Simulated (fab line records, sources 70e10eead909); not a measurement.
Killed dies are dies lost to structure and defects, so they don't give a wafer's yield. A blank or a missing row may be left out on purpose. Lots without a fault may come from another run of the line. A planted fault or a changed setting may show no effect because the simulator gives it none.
One fault seen from 2 desks | flow nand_harc | each desk has only its own numbers; what lay behind them comes last

THE METROLOGY DESK
What the gauges read, lot by lot, whatever tool the lot ran on: means of the sampled wafers that have a number. A lot is out of limits, marked OUT, if its mean lies more than 4 standard deviations from the usual mean; the brackets give that distance.
Columns: A = cd_nm at NHARC_P_M2_CD_MEAS_09, usual 169.8 nm
lot  | first seen here | A
L662 | day 7 00:44     | 169.8
L663 | day 7 15:22     | 169.3
L664 | day 8 00:47     | 169.2
L666 | day 8 21:51     | 169.4
L669 | day 9 22:35     | 169.9
L670 | day 10 17:44    | 169.8
L671 | day 10 23:46    | 169.8
L678 | day 14 02:25    | 172.3
L681 | day 15 02:40    | 168.6
L682 | day 15 12:29    | 169.7
L683 | day 16 00:25    | 170.6
This desk's finding: nothing out of limits on any of the 11 lots.

THE TOOL OWNER'S DESK: arfi_scanner-01
The tool's own readings at NHARC_P_M2_EXPOSE_06 (exposes mask P M2, target cd 170 nm): means of the sampled wafers that have a number, for each lot that ran on this tool. A lot is out of limits, marked OUT, if its mean lies more than 4 standard deviations from the usual mean; the brackets give that distance.
Columns: A = stage_vel_mm_s at NHARC_P_M2_EXPOSE_06, usual 499.98 mm/s
lot  | first seen here | A
L664 | day 8 00:38     | 499.86
L671 | day 10 23:37    | 500.09
L678 | day 14 02:17    | 499.94
This desk's finding: nothing out of limits on any of the 3 lots.

PUT TOGETHER
The metrology desk saw nothing out of limits.
The tool owner's desk saw nothing out of limits.

WHAT THE SIMULATOR HAD PUT IN
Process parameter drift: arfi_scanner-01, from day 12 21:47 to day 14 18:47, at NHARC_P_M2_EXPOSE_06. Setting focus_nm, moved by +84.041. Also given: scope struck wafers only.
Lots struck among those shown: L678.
